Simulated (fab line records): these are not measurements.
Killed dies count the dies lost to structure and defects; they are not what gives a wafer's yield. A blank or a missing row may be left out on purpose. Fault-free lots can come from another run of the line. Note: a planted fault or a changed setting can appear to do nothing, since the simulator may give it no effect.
Which of the tools did it?	flow nandHarc	24 lots with 72 wafers sampled at 5 steps, on a route of 1302 steps

WHAT THE GAUGES READ, wafer by wafer
NHARC_P_ZERO_WELL_CD_MEAS_52: target cd 2000 nm. Usual: cdNm at 1999.4 nm, with a standard deviation of 2.2.
lot	measured	on	cdNm (nm)	flag
L074	day 2 02:06	cdSem-01	2000.8 2003.1 1999.7	
L075	day 2 13:19	cdSem-01	2001.7 2001.9 2000.0	
L076	day 2 21:52	cdSem-01	1999.1 2003.5 1999.4	
L077	day 3 07:49	cdSem-01	2000.9 1998.4 1999.3	
L078	day 3 18:59	cdSem-01	1996.4 1996.9 1998.3	
L079	day 4 03:29	cdSem-03	2000.6 1996.7 2001.8	
L080	day 4 13:52	cdSem-03	2002.6 2003.0 1997.4	
L081	day 4 23:46	cdSem-02	1997.6 2001.8 2001.4	
L082	day 5 10:46	cdSem-01	2002.9 2000.2 2000.8	
L083	day 5 19:43	cdSem-02	2001.2 2003.1 1998.6	
L084	day 6 05:39	cdSem-03	1999.9 2001.0 1998.0	
L085	day 6 15:28	cdSem-01	1998.1 1995.1 2000.6	
L086	day 7 01:32	cdSem-03	2001.2 2001.5 1999.8	
L087	day 7 13:25	cdSem-01	2001.6 2000.6 1997.2	
L088	day 7 21:47	cdSem-01	1995.8 1995.4 2000.9	
L089	day 8 08:50	cdSem-02	1997.9 1997.4 1999.1	
L090	day 8 20:20	cdSem-02	1999.1 1996.6 1995.7	
L091	day 9 03:38	cdSem-01	1995.9 1998.6 1996.3	
L092	day 9 13:46	cdSem-03	1998.6 2002.1 1997.7	
L093	day 10 00:46	cdSem-02	2002.4 2002.5 1999.2	
L094	day 10 09:52	cdSem-03	1997.2 1997.8 2000.8	
L095	day 10 19:55	cdSem-02	2004.5 1998.3 1999.7	
L096	day 11 05:53	cdSem-03	2003.5 2000.0 2001.2	
L097	day 11 16:02	cdSem-03	2003.5 2003.1 1998.8	

NHARC_P_GATE_CD_MEAS_11: target cd 1640 nm. Usual: cdNm at 1640.8 nm, with a standard deviation of 2.9.
lot	measured	on	cdNm (nm)	flag
L074	day 4 13:44	cdSem-02	1637.4 1642.5 1638.5	
L075	day 4 21:06	cdSem-03	1641.6 1636.8 1638.8	
L076	day 5 10:23	cdSem-03	1639.5 1640.3 1639.5	
L077	day 5 10:13	cdSem-01	1645.3 1642.3 1647.8	
L078	day 6 07:19	cdSem-02	1642.9 1635.2 1640.1	
L079	day 6 07:16	cdSem-01	1640.0 1641.8 1641.5	
L080	day 6 20:50	cdSem-03	1637.6 1638.4 1639.9	
L081	day 7 11:41	cdSem-03	1646.7 1640.3 1645.9	
L082	day 7 16:07	cdSem-02	1639.4 1636.9 1644.7	
L083	day 8 03:54	cdSem-02	1639.7 1638.9 1641.7	
L084	day 8 11:10	cdSem-02	1646.9 1642.7 1646.0	
L085	day 8 19:31	cdSem-03	1638.9 1640.9 1638.8	
L086	day 9 08:23	cdSem-02	1642.5 1637.2 1645.3	
L087	day 9 17:22	cdSem-03	1641.8 1645.5 1644.6	
L088	day 10 10:56	cdSem-01	1641.5 1640.4 1639.6	
L089	day 10 11:06	cdSem-01	1647.4 1643.0 1645.6	
L090	day 11 08:38	cdSem-02	1642.9 1638.6 1639.4	
L091	day 11 11:58	cdSem-01	1638.8 1636.7 1639.5	
L092	day 11 19:35	cdSem-02	1639.3 1637.7 1638.7	
L093	day 12 09:31	cdSem-02	1635.4 1637.5 1642.1	
L094	day 12 14:58	cdSem-03	1637.3 1641.5 1638.5	
L095	day 13 07:47	cdSem-02	1643.6 1640.9 1640.5	
L096	day 13 12:47	cdSem-02	1636.1 1638.6 1641.4	
L097	day 14 03:10	cdSem-02	1637.6 1643.0 1641.6	

EACH LOT AND THE TOOL THAT RAN IT (in order: tool; ch and the chambers of the sampled wafers; start)
lot	NHARC_P_ZERO_WELL_ETCH_65	NHARC_P_ZERO_WELL_DESCUM_39	NHARC_P_STI_DESCUM_14
L074	rieDiel-09 ch 0,1,3, day 1 21:39	rieDiel-09 ch 0,2,3, day 2 00:37	rieDiel-06 ch 0,2,3, day 2 21:40
L075	rieDiel-13 ch 0,2,3, day 2 08:47	rieDiel-04 ch 1,3, day 2 11:50	rieDiel-06 ch 0,1,3, day 3 08:33
L076	rieDiel-04 ch 0,3, day 2 17:29	rieDiel-13 ch 0,2, day 2 20:23	rieDiel-11 ch 0,1,2, day 3 17:22
L077	rieDiel-13 ch 1,2,3, day 3 03:32	rieDiel-04 ch 0,2,3, day 3 06:20	rieDiel-06 ch 0,2,3, day 4 01:04
L078	rieDiel-09 ch 1,2,3, day 3 13:30	rieDiel-09 ch 0,3, day 3 17:30	rieDiel-11 ch 0,1,2, day 4 16:25
L079	rieDiel-04 ch 0,3, day 3 23:22	rieDiel-04 ch 0,1,2, day 4 02:10	rieDiel-06 ch 0,2, day 4 21:56
L080	rieDiel-04 ch 0,2,3, day 4 09:28	rieDiel-09 ch 0,1,2, day 4 12:23	rieDiel-11 ch 1,3, day 5 06:39
L081	rieDiel-09 ch 0,1,3, day 4 19:31	rieDiel-09 ch 0,2, day 4 22:17	rieDiel-11 ch 1,3, day 5 18:19
L082	rieDiel-09 ch 0,3, day 5 05:41	rieDiel-04 ch 0,1,2, day 5 09:18	rieDiel-11 ch 0,1,2, day 6 03:44
L083	rieDiel-04 ch 0,2,3, day 5 15:28	rieDiel-13 ch 0,1,3, day 5 18:16	rieDiel-11 ch 1,2,3, day 6 14:26
L084	rieDiel-09 ch 0,2,3, day 6 01:30	rieDiel-04 ch 1,2, day 6 04:17	rieDiel-10 ch 1,2,3, day 6 22:23
L085	rieDiel-04 ch 0,1, day 6 11:22	rieDiel-04 ch 0,1,2, day 6 14:02	rieDiel-11 ch 0,3, day 7 08:00
L086	rieDiel-09 ch 0,3, day 6 21:29	rieDiel-04 ch 0,1,3, day 7 00:11	rieDiel-06 ch 1,2, day 7 18:29
L087	rieDiel-04 ch 0,1,3, day 7 07:30	rieDiel-09 ch 2,3, day 7 10:17	rieDiel-06 ch 0,1,2, day 8 06:15
L088	rieDiel-13 ch 0,1,3, day 7 17:29	rieDiel-04 ch 0,1,2, day 7 20:27	rieDiel-11 ch 2,3, day 8 14:31
L089	rieDiel-09 ch 2,3, day 8 04:31	rieDiel-13 ch 1,2,3, day 8 07:30	rieDiel-11 ch 2,3, day 9 02:19
L090	rieDiel-09 ch 0,1,3, day 8 15:31	rieDiel-13 ch 0,1,2, day 8 18:59	rieDiel-10 ch 0,1,2, day 9 15:37
L091	rieDiel-04 ch 1,2,3, day 8 23:22	rieDiel-13 ch 1,2, day 9 02:17	rieDiel-10 ch 0,1,3, day 9 20:50
L092	rieDiel-09 ch 0,3, day 9 09:24	rieDiel-09 ch 0,2,3, day 9 12:20	rieDiel-10 ch 0,1,3, day 10 06:45
L093	rieDiel-13 ch 0,1,3, day 9 19:31	rieDiel-09 ch 2,3, day 9 23:17	rieDiel-10 ch 0,1,2, day 10 19:17
L094	rieDiel-09 ch 0,1,3, day 10 05:34	rieDiel-13 ch 2,3, day 10 08:23	rieDiel-06 ch 1,2, day 11 03:38
L095	rieDiel-04 ch 0,1,2, day 10 15:29	rieDiel-09 ch 2,3, day 10 18:25	rieDiel-10 ch 0,2,3, day 11 16:40
L096	rieDiel-09 ch 0,1,3, day 11 01:29	rieDiel-13 ch 1,2,3, day 11 04:25	rieDiel-11 ch 0,1,3, day 12 00:44
L097	rieDiel-13 ch 0,2,3, day 11 11:31	rieDiel-13 ch 1,2, day 11 14:34	rieDiel-11 ch 1,2, day 12 13:38
- NHARC_P_ZERO_WELL_ETCH_65: etches the open film in N2/H2, target depth 80 nm, overetch 24 nm, time 87.88 s.
- NHARC_P_ZERO_WELL_DESCUM_39: chemistry O2, time 3 s.
- NHARC_P_STI_DESCUM_14: chemistry O2, time 3 s.

WHAT THE TOOLS THEMSELVES READ (means of the sampled wafers that have a number; where no wafer has one, the mark that the record gives instead)
NHARC_P_ZERO_WELL_ETCH_65. Usual: chamberPressureMTorr 30.001 mTorr, standard deviation 0.029; drypumpMotorCurrentA 5.7 A, standard deviation 0.34; oesProductAu 1.004 a.u., standard deviation 0.012; rfVppV 431 V, standard deviation 3; showerheadPlenumPTorr 2.04 Torr, standard deviation 0.11; throttleValvePct 14.171 %, standard deviation 0.0088.
lot	tool	chamberPressureMTorr (mTorr)	drypumpMotorCurrentA (A)	oesProductAu (a.u.)	rfVppV (V)	showerheadPlenumPTorr (Torr)	throttleValvePct (%)	flag
L074	rieDiel-09	29.978	5.7	0.995	429	1.97	14.162	
L075	rieDiel-13	29.999	5.3	1.008	434	2.15	14.170	
L076	rieDiel-04	29.985	6.0	1.013	432	2.06	14.176	
L077	rieDiel-13	30.009	5.4	0.993	432	2.11	14.180	
L078	rieDiel-09	30.016	5.8	0.998	431	2.06	14.176	
L079	rieDiel-04	30.010	5.9	1.008	433	2.13	14.161	
L080	rieDiel-04	30.022	5.8	1.009	431	2.04	14.170	
L081	rieDiel-09	30.025	5.8	1.000	428	1.96	14.169	
L082	rieDiel-09	29.969	5.6	1.006	429	1.97	14.164	
L083	rieDiel-04	29.990	5.8	1.015	430	2.03	14.173	
L084	rieDiel-09	30.015	5.9	1.001	429	2.01	14.169	
L085	rieDiel-04	30.000	5.5	1.007	432	2.09	14.169	
L086	rieDiel-09	30.033	5.6	1.006	428	1.96	14.174	
L087	rieDiel-04	29.989	5.8	1.009	432	2.07	14.164	
L088	rieDiel-13	30.030	5.6	1.014	432	2.07	14.175	
L089	rieDiel-09	29.993	5.9	1.010	432	2.10	14.170	
L090	rieDiel-09	29.992	5.8	1.002	431	2.07	14.168	
L091	rieDiel-04	29.983	5.7	0.987	429	1.97	14.166	
L092	rieDiel-09	29.972	5.8	1.007	434	2.14	14.169	
L093	rieDiel-13	30.014	5.6	1.003	431	2.06	14.171	
L094	rieDiel-09	30.011	5.8	1.013	432	2.06	14.178	
L095	rieDiel-04	30.019	5.6	1.000	431	2.04	14.170	
L096	rieDiel-09	29.971	5.8	1.007	431	2.06	14.169	
L097	rieDiel-13	29.982	5.3	1.007	433	2.12	14.161	

NHARC_P_ZERO_WELL_DESCUM_39. Usual: chamberPressureMTorr 60.00 mTorr, standard deviation 0.051; drypumpMotorCurrentA 5.7 A, standard deviation 0.35; oesProductAu 1.006 a.u., standard deviation 0.012; rfVppV 57.8 V, standard deviation 0.91; showerheadPlenumPTorr 1.93 Torr, standard deviation 0.094; throttleValvePct 11.311 %, standard deviation 0.008.
lot	tool	chamberPressureMTorr (mTorr)	drypumpMotorCurrentA (A)	oesProductAu (a.u.)	rfVppV (V)	showerheadPlenumPTorr (Torr)	throttleValvePct (%)	flag
L074	rieDiel-09	59.99	5.9	0.996	57.8	1.90	11.306	
L075	rieDiel-04	60.03	6.0	1.010	57.6	1.88	11.314	
L076	rieDiel-13	59.99	5.3	0.997	57.3	2.00	11.310	
L077	rieDiel-04	59.99	5.8	1.011	58.1	1.91	11.314	
L078	rieDiel-09	60.00	5.8	1.003	57.2	1.81	11.311	
L079	rieDiel-04	59.98	5.6	0.992	58.0	1.93	11.309	
L080	rieDiel-09	60.02	6.1	0.993	58.2	1.88	11.314	
L081	rieDiel-09	60.02	6.1	0.995	58.1	1.93	11.318	
L082	rieDiel-04	59.99	5.6	1.005	57.7	1.93	11.315	
L083	rieDiel-13	60.03	5.5	1.011	58.1	1.94	11.315	
L084	rieDiel-04	60.05	5.5	1.007	56.4	1.85	11.315	
L085	rieDiel-04	59.99	5.6	1.019	57.7	1.93	11.311	
L086	rieDiel-04	59.99	5.8	1.007	57.8	1.94	11.308	
L087	rieDiel-09	60.00	5.9	1.004	57.9	1.97	11.316	
L088	rieDiel-04	59.95	5.6	1.006	58.1	1.92	11.307	
L089	rieDiel-13	60.01	5.4	1.009	58.0	1.96	11.313	
L090	rieDiel-13	60.05	5.6	1.005	57.8	1.92	11.317	
L091	rieDiel-13	59.95	5.4	1.009	59.1	1.94	11.305	
L092	rieDiel-09	60.01	5.8	1.004	58.6	1.98	11.305	
L093	rieDiel-09	59.97	5.6	1.011	57.6	1.92	11.310	
L094	rieDiel-13	60.02	5.2	1.004	58.3	2.03	11.307	
L095	rieDiel-09	59.94	5.7	1.014	57.1	1.92	11.323	
L096	rieDiel-13	59.94	5.4	1.005	57.1	1.96	11.307	
L097	rieDiel-13	59.97	5.7	1.006	57.9	1.88	11.306	

NHARC_P_STI_DESCUM_14. Usual: chamberPressureMTorr 60.01 mTorr, standard deviation 0.056; drypumpMotorCurrentA 5.7 A, standard deviation 0.48; oesProductAu 0.995 a.u., standard deviation 0.0094; rfVppV 57.8 V, standard deviation 0.91; showerheadPlenumPTorr 1.94 Torr, standard deviation 0.077; throttleValvePct 11.312 %, standard deviation 0.009.
lot	tool	chamberPressureMTorr (mTorr)	drypumpMotorCurrentA (A)	oesProductAu (a.u.)	rfVppV (V)	showerheadPlenumPTorr (Torr)	throttleValvePct (%)	flag
L074	rieDiel-06	60.04	5.5	0.998	58.0	1.90	11.310	
L075	rieDiel-06	60.01	5.4	0.993	57.6	1.92	11.306	
L076	rieDiel-11	60.04	5.6	0.995	57.5	1.92	11.313	
L077	rieDiel-06	60.01	5.5	0.991	57.8	1.90	11.307	
L078	rieDiel-11	60.02	5.6	0.993	58.3	1.92	11.316	
L079	rieDiel-06	59.92	5.8	0.974	58.2	1.91	11.311	
L080	rieDiel-11	59.97	5.7	0.997	57.2	1.92	11.307	
L081	rieDiel-11	60.00	6.0	1.003	58.0	2.00	11.318	
L082	rieDiel-11	60.00	5.6	0.997	57.7	1.92	11.299	
L083	rieDiel-11	60.01	6.0	0.991	56.9	1.95	11.311	
L084	rieDiel-10	59.99	5.3	0.991	58.0	1.92	11.315	
L085	rieDiel-11	59.95	5.5	0.995	57.4	2.01	11.309	
L086	rieDiel-06	60.03	5.9	0.990	57.7	1.88	11.308	
L087	rieDiel-06	60.03	5.7	0.995	58.6	1.93	11.314	
L088	rieDiel-11	60.00	6.2	1.005	58.3	1.98	11.317	
L089	rieDiel-11	60.00	6.3	0.992	58.6	1.98	11.307	
L090	rieDiel-10	60.00	5.3	0.993	58.7	1.95	11.306	
L091	rieDiel-10	60.04	5.7	1.004	58.0	1.97	11.314	
L092	rieDiel-10	60.05	5.6	0.997	58.0	1.97	11.313	
L093	rieDiel-10	60.03	5.3	0.999	57.9	1.95	11.313	
L094	rieDiel-06	60.06	5.9	0.994	57.7	1.88	11.319	
L095	rieDiel-10	59.96	5.4	1.003	57.6	1.93	11.311	
L096	rieDiel-11	60.06	5.6	0.995	56.6	1.96	11.308	
L097	rieDiel-11	60.03	5.7	0.984	58.5	1.87	11.318	

THE ANSWER, worked out from the rows above alone
Rule: take the mean of a lot's wafers that have a number; if it is more than 3 standard deviations from the usual mean, the lot is off. Also off: a lot with no number at a reading for which 4 or more lots have one. Where the step has rows for the other lots, those lots are counted as sound. First the gauges in route order, then the tools' own readings, where a lot's mean is used as printed above. The first step at which some lot is off is used, and at that step the reading that is off furthest; a lot without a number counts as furthest.
None of the lots is off at any reading shown; this tells nothing.

WHAT THE SIMULATOR HAD INSERTED
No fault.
